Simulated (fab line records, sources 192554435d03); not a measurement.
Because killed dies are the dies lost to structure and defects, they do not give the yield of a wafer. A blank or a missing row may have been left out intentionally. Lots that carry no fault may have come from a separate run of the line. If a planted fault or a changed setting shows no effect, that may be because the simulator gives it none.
fab line records	flow n5Finfet
record: lots: 6	wafers: 18	lastDay: 18
route steps=1938 shown BEOL_M3@938 BEOL_M4@1111
lots untouched by any fault: they come from a run of this same line in which no faults occurred
startH: the number of hours between the record's first day and the start of the first shown wafer of the lot	waitH: hours from the lot's prior step to this one	" same as the row above	L1.1+2: a row that stands for several wafers	- no value, or no start given	* or withheld: withheld	< > ~ a bound
route shown NAME@n: names a module that has steps shown in the file, with the first one's number in the route	usual: average and standard deviation across the fault-free wafers	same: alike in all rows	chamber/n: place in a boat	sites: each site's reading	_std_site: standard deviation across them	_edge_site: inner sites' mean taken away from outer sites' mean	radiusMm: for every site, how far away it sits from the centre of the wafer	mask NAME#n: copy n	behind: the most recent tool/chamber to have shaped the wafer	hold: reason for holding the lot/hours on hold/outcome of the hold	device: whichever transistor did not switch (one of n, p or np)	end of line: the tests these same wafers got at the end of their route	a step without rows: its recipe alone	killed: the dies lost at the first sort to structure and to defects; this is not the yield of the wafer	map: a wafer's dies, marking killed ones x, the rest . and places with no die _
set.NAME: the setting as run; set.NAME@STEP: as run at that earlier step	model.NAME: the simulator's own value behind a step, which no gauge read
certain route steps with their lots: each step a table, each wafer a row
services: from which hour (startH, from the record's first day; less than 0 if before it) a tool's chamber was out of use, for how many hours, and why
== steps ==
step: N5_BEOL_M3_COAT_05
recipe: resist: CAR-EUV	spinRpm: 1500	resistThkNm: 30
step: N5_BEOL_M3_EBR_07
recipe: solvent: PGMEA	ebrWidthMm: 1.5
step: N5_BEOL_M3_SOFTBAKE_06
recipe: tempC: 110	timeS: 60	resist: CAR-EUV
step: N5_BEOL_M3_EXPOSE_08
recipe: maskId: M3	na: 0.33	sourceShape: dipole	sigmaInner: 0.369	sigmaOuter: 0.767	polarization: unpolarized	doseMj: 33
step: N5_BEOL_M3_PEB_09
recipe: pebTempC: 100	pebTimeS: 60	resist: CAR-EUV
step: N5_BEOL_M3_DEVELOP_10
recipe: developTimeS: 30	developer: TMAH	resist: CAR-EUV	rinseLiquid: surfactantRinse	dry: airSpin	devTempC: 23
step: N5_BEOL_M3_CD_MEAS_11
recipe: targetCdNm: 17.05	landingEnergyEv: 500	detector: seInlens	polarity: opening
usual: cdNm: 17.07/0.26
lot.wafer	tool	chamber	startH	waitH	cdNm
L997.3	cdSem-01	0	185.56	-	17.11
L997.4	"	0	"	"	16.95
L997.5	"	0	"	"	16.65
L102.1	cdSem-03	0	186.97	-	16.90
L102.5	"	0	"	"	17.12
L102.6	"	0	"	"	16.78
L110.1	cdSem-03	0	255.97	-	16.81
L110.2	"	0	"	"	17.22
L110.5	"	0	"	"	16.96
L113.1	cdSem-01	0	263.36	-	16.80
L113.2	"	0	"	"	17.16
L113.4	"	0	"	"	17.31
L116.1	cdSem-01	0	287.04	-	17.38
L116.2	"	0	"	"	17.21
L116.3	"	0	"	"	17.03
L117.1	cdSem-03	0	287.20	-	17.42
L117.4	"	0	"	"	17.20
L117.5	"	0	"	"	17.71
step: N5_BEOL_M3_OVL_MEAS_12
recipe: pointsPerWafer: 522
usual: M3_OVL: 0.6/0.63
same: pointsPerWafer: 522
lot.wafer	tool	chamber	startH	waitH	M3_OVL[nm]
L997.3	overlay-01	0	185.60	0.0	0.7
L997.4	"	0	"	"	0.5
L997.5	"	0	"	"	0.0
L102.1	overlay-02	0	187.00	0.0	0.7
L102.5	"	0	"	"	0.6
L102.6	"	0	"	"	0.0
L110.1	overlay-01	0	256.00	0.0	1.0
L110.2	"	0	"	"	0.3
L110.5	"	0	"	"	0.5
L113.1	overlay-01	0	263.40	0.0	0.3
L113.2	"	0	"	"	1.2
L113.4	"	0	"	"	1.3
L116.1	overlay-01	0	287.07	0.0	0.2
L116.2	"	0	"	"	-0.5
L116.3	"	0	"	"	0.6
L117.1	overlay-01	0	287.23	0.0	1.4
L117.4	"	0	"	"	0.5
L117.5	"	0	"	"	0.7
step: N5_BEOL_M3_INSPECT_13
recipe: mode: adi	inspectInstrument: brightfield
usual: rawDefectCount: 413/93
lot.wafer	tool	chamber	startH	waitH	rawDefectCount
L997.3	defectInspect-02	-	185.65	0.0	460
L997.4	"	-	"	"	513
L997.5	"	-	"	"	461
L102.1	defectInspect-01	-	187.06	0.1	343
L102.5	"	-	"	"	299
L102.6	"	-	"	"	354
L110.1	defectInspect-01	-	256.06	0.1	330
L110.2	"	-	"	"	385
L110.5	"	-	"	"	515
L113.1	defectInspect-01	-	263.45	0.1	373
L113.2	"	-	"	"	248
L113.4	"	-	"	"	265
L116.1	defectInspect-02	-	287.13	0.1	547
L116.2	"	-	"	"	424
L116.3	"	-	"	"	363
L117.1	defectInspect-02	-	287.29	0.1	548
L117.4	"	-	"	"	344
L117.5	"	-	"	"	303
step: N5_BEOL_M3_DESCUM_16
recipe: chemistry: O2	timeS: 7	sourcePowerW: 50	biasPowerW: 20	pressureMtorr: 20	rfFrequencyHz: 2.712e+07	tempC: 40	resist: CAR-EUV	o2FlowSccm: 225
usual: chamberPressureMTorr: 20.000/0.019	drypumpMotorCurrentA: 5.8/0.49	oesProductAu: 0.81/0.075	rfVppV: 243.2/1.2	showerheadPlenumPTorr: 2.09/0.062	throttleValvePct: 20.33/0.21
same: timeS: 7
lot.wafer	tool	chamber	startH	waitH	chamberPressureMTorr	drypumpMotorCurrentA	oesProductAu	rfHoursCounterH	rfVppV	showerheadPlenumPTorr	throttleValvePct
L997.3	rieDiel-01	1	185.68	0.0	19.981	5.4	0.87	33	243.6	2.06	20.04
L997.4	"	2	"	"	19.990	5.3	0.94	20	242.7	2.06	20.26
L997.5	"	1	"	"	19.979	5.4	0.87	-	243.2	2.06	20.01
L102.1	rieDiel-01	2	187.24	0.2	19.934	5.2	0.93	21	242.9	2.06	20.28
L102.5	"	2	"	"	19.978	5.2	0.92	-	243.1	2.06	20.28
L102.6	"	1	"	"	20.001	5.4	0.87	-	242.3	2.06	20.03
L110.1	rieDiel-01	3	256.10	0.0	20.018	6.0	0.83	74	243.1	2.12	20.33
L110.2	"	0	"	"	20.015	5.5	0.88	49	243.9	2.03	20.15
L110.5	"	1	"	"	19.994	5.4	0.84	-	241.6	2.05	20.06
L113.1	rieDiel-03	3	263.52	0.1	19.973	6.5	0.86	56	244.6	2.22	20.35
L113.2	"	0	"	"	20.050	6.0	0.79	87	244.6	2.09	20.41
L113.4	"	1	"	"	19.994	6.6	0.74	183	243.3	2.05	20.34
L116.1	rieDiel-03	3	287.21	0.1	20.003	6.5	0.85	63	244.8	2.22	20.36
L116.2	"	0	"	"	19.981	6.1	0.79	94	244.5	2.09	20.43
L116.3	"	1	"	"	19.986	6.6	0.73	191	243.4	2.05	20.34
L117.1	rieDiel-03	3	287.47	0.2	20.020	6.5	0.85	63	244.1	2.22	20.35
L117.4	"	1	"	"	19.995	6.6	0.73	191	241.6	2.05	20.35
L117.5	"	0	"	"	20.035	6.1	0.79	-	243.7	2.09	20.44
step: N5_BEOL_M3_ETCH_74
recipe: chemistry: N2/H2	target: underlayer	targetDepthA: 65	maskMaterial: CAR-EUV	timeS: 5.2	ionEnergyEv: 200	pressureMtorr: 30	sourceW: 840	biasW: 150	n2FlowSccm: 200	h2FlowSccm: 200	ends: cleared
usual: biasW: 150.0/0.44	chamberPressureMTorr: 30.00/0.038	drypumpMotorCurrentA: 5.8/0.49	etchRfOnTimeS: 5.25/0.2	h2FlowSccm: 200.0/0.62	oesProductAu: 0.69/0.066	rfVppV: 523.8/2.4	showerheadPlenumPTorr: 2.53/0.077	throttleValvePct: 17.72/0.27
lot.wafer	tool	chamber	startH	waitH	biasW	chamberPressureMTorr	drypumpMotorCurrentA	etchRfOnTimeS	h2FlowSccm	oesProductAu	rfHoursCounterH	rfVppV	showerheadPlenumPTorr	throttleValvePct
L997.3	rieDiel-01	1	185.71	0.0	150.8	29.91	5.4	5.44	201.1	0.71	33	520.6	2.48	17.27
L997.4	"	2	"	"	149.9	29.99	5.3	5.12	199.8	0.78	20	523.4	2.45	17.31
L997.5	"	1	"	"	149.9	30.01	5.4	5.48	199.9	0.72	-	521.2	2.48	17.27
L102.1	rieDiel-01	2	187.27	0.0	150.0	30.04	5.3	5.09	200.4	0.78	21	521.4	2.45	17.32
L102.5	"	2	"	"	149.6	30.09	5.3	5.08	201.3	0.79	-	525.0	2.45	17.32
L102.6	"	1	"	"	149.5	30.05	5.4	5.53	199.9	0.73	-	523.8	2.48	17.27
L110.1	rieDiel-01	3	256.13	0.0	149.9	30.00	6.0	5.23	200.2	0.70	74	524.6	2.57	17.72
L110.2	"	0	"	"	149.7	30.02	5.5	4.81	199.5	0.75	49	521.0	2.46	17.62
L110.5	"	1	"	"	150.6	30.04	5.4	5.60	199.2	0.68	-	520.8	2.47	17.31
L113.1	rieDiel-03	3	263.56	0.0	150.5	29.98	6.5	5.19	199.8	0.71	56	528.4	2.69	17.66
L113.2	"	0	"	"	149.8	30.01	6.0	5.05	200.5	0.70	87	524.6	2.57	18.11
L113.4	"	1	"	"	150.0	30.00	6.6	5.27	199.2	0.63	183	522.3	2.51	17.83
L116.1	rieDiel-03	3	287.24	0.0	150.0	30.05	6.5	5.32	201.5	0.71	63	527.9	2.68	17.71
L116.2	"	0	"	"	149.8	29.96	6.1	5.15	200.3	0.67	94	523.0	2.57	18.07
L116.3	"	1	"	"	149.8	29.98	6.6	5.34	199.6	0.62	191	523.1	2.51	17.84
L117.1	rieDiel-03	3	287.51	0.0	150.6	29.94	6.5	5.20	199.3	0.72	63	527.3	2.68	17.68
L117.4	"	1	"	"	150.6	29.96	6.6	5.30	201.2	0.62	191	522.7	2.51	17.83
L117.5	"	0	"	"	149.6	29.93	6.0	5.08	199.6	0.68	-	526.4	2.57	18.12
step: N5_BEOL_M3_ETCH_63
recipe: chemistry: CF4	target: SiARC	targetDepthA: 156	maskMaterial: CAR-EUV	timeS: 26	ionEnergyEv: 80	pressureMtorr: 40	sourceW: 545	biasW: 36	Ar_flow_sccm: 100	cf4FlowSccm: 100	ends: cleared
usual: biasW: 35.98/0.1	cf4FlowSccm: 100.0/0.32	chamberPressureMTorr: 40.00/0.041	drypumpMotorCurrentA: 5.8/0.49	etchRfOnTimeS: 26.3/0.87	oesProductAu: 0.69/0.065	rfVppV: 184.1/1.1	showerheadPlenumPTorr: 2.14/0.062	throttleValvePct: 15.50/0.23
lot.wafer	tool	chamber	startH	waitH	biasW	cf4FlowSccm	chamberPressureMTorr	drypumpMotorCurrentA	etchRfOnTimeS	oesProductAu	rfHoursCounterH	rfVppV	showerheadPlenumPTorr	throttleValvePct
L997.3	rieDiel-01	1	185.73	0.0	35.93	99.9	40.07	5.4	27.1	0.73	33	184.3	2.11	15.24
L997.4	"	2	"	"	35.99	99.8	40.04	5.3	25.7	0.78	20	182.3	2.09	15.20
L997.5	"	1	"	"	35.79	99.7	40.00	5.4	27.2	0.73	-	183.9	2.11	15.25
L102.1	rieDiel-01	2	187.29	0.0	36.09	100.0	39.98	5.3	25.7	0.79	21	183.8	2.09	15.18
L102.5	"	2	"	"	36.07	100.1	40.04	5.3	25.5	0.78	-	183.2	2.09	15.21
L102.6	"	1	"	"	36.06	100.4	40.00	5.4	27.2	0.72	-	184.4	2.11	15.26
L110.1	rieDiel-01	3	256.15	0.0	36.03	99.9	40.02	6.1	26.0	0.71	74	184.3	2.19	15.60
L110.2	"	0	"	"	35.90	100.5	39.94	5.5	24.5	0.75	49	183.5	2.08	15.31
L110.5	"	1	"	"	36.12	100.5	40.04	5.4	27.5	0.69	-	183.9	2.10	15.30
L113.1	rieDiel-03	3	263.58	0.0	35.87	99.7	39.97	6.5	26.1	0.72	56	185.0	2.25	15.33
L113.2	"	0	"	"	35.96	100.2	39.99	6.1	25.6	0.70	87	184.4	2.14	15.53
L113.4	"	1	"	"	35.83	99.4	40.03	6.6	26.3	0.64	183	183.4	2.12	15.70
L116.1	rieDiel-03	3	287.26	0.0	36.09	100.4	40.05	6.5	26.7	0.71	63	186.5	2.25	15.37
L116.2	"	0	"	"	35.90	100.1	40.05	6.0	26.0	0.68	94	185.0	2.14	15.53
L116.3	"	1	"	"	36.09	99.5	40.06	6.6	26.9	0.62	191	186.1	2.11	15.71
L117.1	rieDiel-03	3	287.52	0.0	36.12	100.0	40.04	6.6	26.1	0.73	63	185.5	2.25	15.34
L117.4	"	1	"	"	35.89	99.9	39.98	6.6	26.4	0.63	191	185.4	2.11	15.72
L117.5	"	0	"	"	36.16	100.1	40.06	6.0	25.7	0.68	-	184.6	2.14	15.55
step: N5_BEOL_M3_ETCH_64
recipe: chemistry: N2/H2	target: SOC	targetDepthA: 750	overetchA: 150	maskMaterial: SiARC	tempC: 40	timeS: 112.5	ionEnergyEv: 200	pressureMtorr: 30	sourceW: 840	biasW: 150	n2FlowSccm: 200	h2FlowSccm: 200
usual: biasW: 150.0/0.47	chamberPressureMTorr: 29.997/0.027	drypumpMotorCurrentA: 5.8/0.49	h2FlowSccm: 200.0/0.61	oesProductAu: 0.64/0.055	rfVppV: 524.0/2.2	showerheadPlenumPTorr: 2.53/0.077	throttleValvePct: 17.69/0.27	timeS: 112.5/0
lot.wafer	tool	chamber	startH	waitH	biasW	chamberPressureMTorr	drypumpMotorCurrentA	h2FlowSccm	oesProductAu	rfHoursCounterH	rfVppV	showerheadPlenumPTorr	throttleValvePct	timeS	model.CAR-EUV_of_BEOL_M3_COAT_05.thkNm	model.SiARC_of_BEOL_M3_COAT_62.thkNm	model.underlayer_of_BEOL_M3_COAT_73.thkNm
L997.3	rieDiel-01	1	185.76	0.0	150.0	30.037	5.4	200.1	0.67	33	523.2	2.48	17.25	112.5	0	7	0
L997.4	"	2	"	"	149.4	30.018	5.3	200.2	0.73	20	523.9	2.45	17.25	112.5	0	6.6	0
L997.5	"	1	"	"	149.8	29.952	5.4	201.0	0.69	-	521.5	2.48	17.24	112.5	0	7	0
L102.1	rieDiel-01	2	187.32	0.0	149.9	29.985	5.2	199.8	0.72	21	523.5	2.45	17.27	112.5	0	6.8	0
L102.5	"	2	"	"	149.9	30.024	5.2	200.0	0.71	-	522.4	2.45	17.25	112.5	0	6.6	0
L102.6	"	1	"	"	150.5	29.990	5.4	200.2	0.69	-	522.6	2.48	17.25	112.5	0	7	0
L110.1	rieDiel-01	3	256.18	0.0	-	-	-	-	-	-	-	-	-	-	11.2	12	5
L110.2	"	0	"	"	-	-	-	-	-	-	-	-	-	-	11.2	12	5
L110.5	"	1	"	"	-	-	-	-	-	-	-	-	-	-	11.2	12	5
L113.1	rieDiel-03	3	263.60	0.0	-	-	-	-	-	-	-	-	-	-	11	12	5
L113.2	"	0	"	"	-	-	-	-	-	-	-	-	-	-	11.2	12	5
L113.4	"	1	"	"	-	-	-	-	-	-	-	-	-	-	11	12	5
L116.1	rieDiel-03	3	287.28	0.0	149.9	29.994	6.5	200.6	0.67	63	528.4	2.68	17.66	112.5	0	7	0
L116.2	"	0	"	"	149.9	30.028	6.0	200.6	0.63	94	525.2	2.57	18.06	112.5	0	6.6	0
L116.3	"	1	"	"	150.1	30.029	6.6	201.3	0.58	191	524.7	2.51	17.81	112.5	0	6.8	0
L117.1	rieDiel-03	3	287.55	0.0	149.5	29.957	6.5	200.2	0.67	63	527.7	2.68	17.64	112.5	0	7	0
L117.4	"	1	"	"	149.3	29.988	6.6	200.2	0.59	191	524.4	2.51	17.81	112.5	0	6.8	0
L117.5	"	0	"	"	150.1	30.002	6.0	199.4	0.63	-	525.8	2.57	18.06	112.5	0	6.6	0
step: N5_BEOL_M3_STRIP_65
recipe: chemistry: N2/H2	tempC: 40	n2FlowSccm: 200	h2FlowSccm: 200	rfFrequencyHz: 6e+07
step: N5_BEOL_M3_STRIP_75
recipe: chemistry: N2/H2	tempC: 40	n2FlowSccm: 200	h2FlowSccm: 200	rfFrequencyHz: 6e+07
step: N5_BEOL_M3_STRIP_66
recipe: chemistry: CF4	resist: SiARC	powerW: 300	biasPowerW: 75	pressureMtorr: 50	cf4FlowSccm: 150	rfFrequencyHz: 6e+07
usual: chamberPressureMTorr: 50.00/0.045	drypumpMotorCurrentA: 5.8/0.49	oesProductAu: 0.80/0.068	rfVppV: 271.2/1.4	showerheadPlenumPTorr: 1.78/0.048	throttleValvePct: 13.45/0.26
lot.wafer	tool	chamber	startH	waitH	chamberPressureMTorr	drypumpMotorCurrentA	oesProductAu	rfHoursCounterH	rfVppV	showerheadPlenumPTorr	throttleValvePct
L997.3	rieDiel-01	1	185.89	0.0	49.94	5.4	0.86	33	268.8	1.76	13.18
L997.4	"	2	"	"	50.06	5.3	0.91	20	271.2	1.74	13.11
L997.5	"	1	"	"	50.00	5.4	0.86	-	272.6	1.76	13.20
L102.1	rieDiel-01	2	187.45	0.0	50.09	5.2	0.89	21	270.3	1.74	13.11
L102.5	"	2	"	"	50.00	5.3	0.89	-	270.6	1.74	13.11
L102.6	"	1	"	"	49.99	5.4	0.86	-	269.2	1.76	13.18
L110.1	rieDiel-01	3	256.30	0.0	49.98	6.0	0.82	74	271.5	1.82	13.49
L110.2	"	0	"	"	50.00	5.5	0.83	49	270.3	1.72	13.19
L110.5	"	1	"	"	49.97	5.4	0.82	-	270.8	1.75	13.22
L113.1	rieDiel-03	3	263.73	0.0	50.02	6.5	0.85	56	272.7	1.86	13.21
L113.2	"	0	"	"	49.98	6.0	0.79	87	272.2	1.80	13.50
L113.4	"	1	"	"	49.98	6.6	0.74	184	272.3	1.78	13.74
L116.1	rieDiel-03	3	287.41	0.0	50.00	6.5	0.83	63	272.4	1.86	13.24
L116.2	"	0	"	"	49.98	6.0	0.79	94	272.5	1.79	13.52
L116.3	"	1	"	"	50.07	6.6	0.74	191	270.8	1.78	13.75
L117.1	rieDiel-03	3	287.68	0.0	49.85	6.5	0.83	63	272.5	1.86	13.22
L117.4	"	1	"	"	50.06	6.6	0.73	191	271.1	1.78	13.77
L117.5	"	0	"	"	50.03	6.1	0.79	-	271.7	1.79	13.50
step: N5_BEOL_M3_HM_OPEN_17
recipe: chemistry: Cl2/BCl3	targetDepthA: 200	overetchA: 60	target: TiN	maskMaterial: SOC	ionEnergyEv: 150	pressureMtorr: 10	icpW: 1000	biasW: 126	Cl2_flow_sccm: 53.25	bcl3FlowSccm: 21.75	Ar_flow_sccm: 25
usual: chamberPressureMTorr: 10.001/0.009	drypumpMotorCurrentA: 5.6/0.39	oesProductAu: 0.64/0.11	throttleValvePct: 22.24/0.19
lot.wafer	tool	chamber	startH	waitH	chamberPressureMTorr	drypumpMotorCurrentA	oesProductAu	rfHoursCounterH	throttleValvePct
L997.3	rieMetal-01	1	185.99	0.1	9.994	5.0	0.54	-	22.26
L997.4	"	1	"	"	10.001	5.0	0.55	-	22.26
L997.5	"	1	"	"	9.996	5.0	0.55	-	22.25
L102.1	rieMetal-03	0	187.49	0.0	10.021	5.9	0.66	32	22.32
L102.5	"	0	"	"	9.988	5.9	0.68	-	22.27
L102.6	"	1	"	"	9.995	5.3	0.54	-	22.38
L110.1	rieMetal-03	1	256.34	0.0	10.007	5.3	0.36	0	22.91
L110.2	"	0	"	"	9.980	5.9	0.29	37	22.95
L110.5	"	1	"	"	10.013	5.4	0.36	-	22.88
L113.1	rieMetal-03	1	263.77	0.0	10.001	5.3	0.36	1	22.88
L113.2	"	0	"	"	9.993	5.9	0.29	38	22.96
L113.4	"	0	"	"	10.004	5.9	0.29	-	22.95
L116.1	rieMetal-01	1	287.45	0.0	10.008	5.0	0.54	115	22.27
L116.2	"	0	"	"	10.017	6.2	0.77	9	21.69
L116.3	"	0	"	"	9.987	6.2	0.77	-	21.67
L117.1	rieMetal-02	1	287.72	0.0	10.017	5.7	0.78	3	22.10
L117.4	"	1	"	"	9.998	5.8	0.78	-	22.13
L117.5	"	1	"	"	10.001	5.8	0.78	-	22.11
step: N5_BEOL_M3_STRIP_19
recipe: chemistry: O2	powerW: 400	tempC: 40	pressureMtorr: 30	rfFrequencyHz: 6e+07	biasPowerW: 0	overashFraction: 0.2	o2FlowSccm: 225
usual: chamberPressureMTorr: 29.996/0.029	drypumpMotorCurrentA: 5.8/0.5	oesProductAu: 0.82/0.075	rfVppV: 3.6/0.44	showerheadPlenumPTorr: 2.10/0.065	throttleValvePct: 16.57/0.19
lot.wafer	tool	chamber	startH	waitH	chamberPressureMTorr	drypumpMotorCurrentA	oesProductAu	rfHoursCounterH	rfVppV	showerheadPlenumPTorr	throttleValvePct
L997.3	rieDiel-01	1	186.13	0.1	29.979	5.4	0.88	33	4.0	2.06	16.32
L997.4	"	2	"	"	29.987	5.3	0.93	20	3.3	2.07	16.44
L997.5	"	2	"	"	29.944	5.3	0.93	-	3.4	2.07	16.43
L102.1	rieDiel-01	1	187.82	0.3	29.970	5.4	0.87	34	4.1	2.06	16.29
L102.5	"	0	"	"	29.963	5.5	0.90	-	3.6	2.04	16.34
L102.6	"	1	"	"	29.980	5.4	0.87	-	3.0	2.06	16.28
L110.1	rieDiel-03	3	256.49	0.1	30.039	6.5	0.86	55	3.5	2.22	16.50
L110.2	"	2	"	"	29.995	5.8	0.77	133	3.5	2.10	16.61
L110.5	"	2	"	"	29.970	5.8	0.76	-	3.4	2.10	16.59
L113.1	rieDiel-01	1	263.88	0.1	29.945	5.4	0.83	59	4.3	2.05	16.36
L113.2	"	0	"	"	29.999	5.5	0.87	51	4.2	2.03	16.38
L113.4	"	3	"	"	29.967	6.0	0.82	76	3.7	2.12	16.57
L116.1	rieDiel-03	3	287.70	0.2	30.045	6.5	0.84	63	3.7	2.22	16.51
L116.2	"	2	"	"	29.962	5.8	0.76	143	2.9	2.10	16.62
L116.3	"	1	"	"	30.002	6.5	0.73	191	3.6	2.06	16.69
L117.1	rieDiel-03	0	287.92	0.2	29.984	6.1	0.78	94	3.4	2.10	16.65
L117.4	"	1	"	"	30.052	6.6	0.73	191	4.3	2.06	16.69
L117.5	"	1	"	"	29.936	6.6	0.73	-	3.4	2.06	16.69
step: N5_BEOL_M3_CD_MEAS_18
recipe: pitchNm: 36	targetCdNm: 18
usual: cdNm: 18.1/0.42
lot.wafer	tool	chamber	startH	waitH	cdNm
L997.3	cdSem-03	-	186.21	0.1	17.9
L997.4	"	-	"	"	16.9
L997.5	"	-	"	"	17.7
L102.1	cdSem-02	-	187.89	0.0	17.6
L102.5	"	-	"	"	17.6
L102.6	"	-	"	"	18.1
L110.1	cdSem-02	-	256.56	0.0	-
L110.2	"	-	"	"	-
L110.5	"	-	"	"	-
L113.1	cdSem-01	-	263.95	0.0	-
L113.2	"	-	"	"	-
L113.4	"	-	"	"	-
L116.1	cdSem-01	-	287.77	0.1	18.3
L116.2	"	-	"	"	18.4
L116.3	"	-	"	"	17.7
L117.1	cdSem-02	-	287.99	0.0	18.8
L117.4	"	-	"	"	17.5
L117.5	"	-	"	"	19.0
step: N5_BEOL_M3_COAT_67
recipe: resist: SOC	tempC: 250	timeS: 60	spinRpm: 1500	resistThkNm: 60
step: N5_BEOL_M4_RC_MEAS_101
usual: DIBL_N: 37.2/2.5	DIBL_P: 38/3	IOFF_N: 0.17/0.044	IOFF_P: 0.24/0.059	ION_N: 667/13	ION_P: 461/7.9	SS_N: 71.8/0.86	SS_P: 73.6/0.92	VT_N: 250/4.1	VT_P: -249/3.9
lot.wafer	tool	chamber	startH	waitH	DIBL_N[mV/V]	DIBL_P[mV/V]	IOFF_N[nA/um]	IOFF_P[nA/um]	ION_N[uA/um]	ION_P[uA/um]	SS_N[mV/dec]	SS_P[mV/dec]	VT_N[mV]	VT_P[mV]
L997.3	prober-01	0	211.21	0.3	40.6	43	0.26	0.37	687	472	72.8	75.7	243	-244
L997.4	"	0	"	"	40.7	40	0.22	0.27	674	462	72.6	74.5	250	-246
L997.5	"	0	"	"	35.4	34	0.13	0.18	654	457	71.2	73.9	252	-252
L102.1	prober-02	0	216.35	0.0	34.9	33	0.10	0.18	653	456	71.6	72.5	257	-249
L102.5	"	0	"	"	39.0	39	0.18	0.28	681	467	71.6	74.6	249	-246
L102.6	"	0	"	"	35.7	34	0.12	0.20	665	461	71.2	73.0	255	-249
L117.1	prober-02	0	314.09	0.0	31.5	33	0.09	0.15	642	449	70.5	72.2	260	-256
L117.4	"	0	"	"	34.6	34	0.13	0.17	657	447	70.6	72.6	256	-253
L117.5	"	0	"	"	35.4	35	0.14	0.18	660	454	71.4	72.5	252	-253
L116.1	prober-01	0	315.40	0.0	38.3	37	0.15	0.25	665	463	72.4	73.5	252	-247
L116.2	"	0	"	"	37.9	36	0.14	0.22	650	454	71.4	74.0	254	-248
L116.3	"	0	"	"	40.6	40	0.21	0.32	679	469	73.0	74.8	249	-246
== services ==
tool	chamber	startH	hours	kind
rieMetal-02	0	163.95	-	clean
rieMetal-02	0	163.95	11.3	scheduledDown
rieMetal-02	0	163.95	11.3	ventCycle
rieMetal-01	0	175.86	-	clean
rieMetal-01	0	175.86	18.8	scheduledDown
rieMetal-01	0	175.86	18.8	ventCycle
rieMetal-03	1	176.82	6.0	repair
rieMetal-03	0	191.21	15.5	repair
rieMetal-03	1	231.34	-	clean
rieMetal-03	1	231.34	21.0	scheduledDown
rieMetal-03	1	231.34	21.0	ventCycle
rieMetal-02	1	242.07	-	clean
rieMetal-02	1	242.07	20.0	scheduledDown
rieMetal-02	1	242.07	20.0	ventCycle
rieDiel-03	3	256.81	3.9	repair
rieMetal-03	0	277.46	1.2	repair
rieMetal-02	0	281.18	8.2	repair
rieMetal-01	-	282.30	2.8	pm
== key ==
firstSign: step: N5_BEOL_M3_ETCH_64	reading: toolRecord	direction: missing
effect: step: N5_BEOL_M3_HM_OPEN_17	reading: oesProductAu	direction: down	sigmas: 3	usual: 0.64	struck: 0.32
effect: step: N5_BEOL_M3_CD_MEAS_18	reading: cdNm	direction: missing
modelEffect: step: N5_BEOL_M3_ETCH_64	value: CAR-EUV_of_BEOL_M3_COAT_05.thkNm	without: 0	struck: 11.13
metAt N5_BEOL_M3_ETCH_64
struckWafers L110.1,L110.2,L110.5,L113.1,L113.2,L113.4
laterRowsLeftOut L110.1,L110.2,L110.5,L113.1,L113.2,L113.4
sortLeftOut L110.1,L110.2,L110.5,L113.1,L113.2,L113.4
onsetBetween 187.32 256.18
fault: kind: skippedStepWhole	tool: rieDiel-01,rieDiel-03	chamber: -	onsetH: 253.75	steps: N5_BEOL_M3_ETCH_64	scope: struckLotsOnly
sortLeftOut: the simulated sort isn't trusted on such a fault, so these wafers' sort isn't shown, and their yield isn't known
laterRowsLeftOut: the simulator's readings of these wafers behind a module that went badly wrong aren't trusted and aren't shown, but for the sort
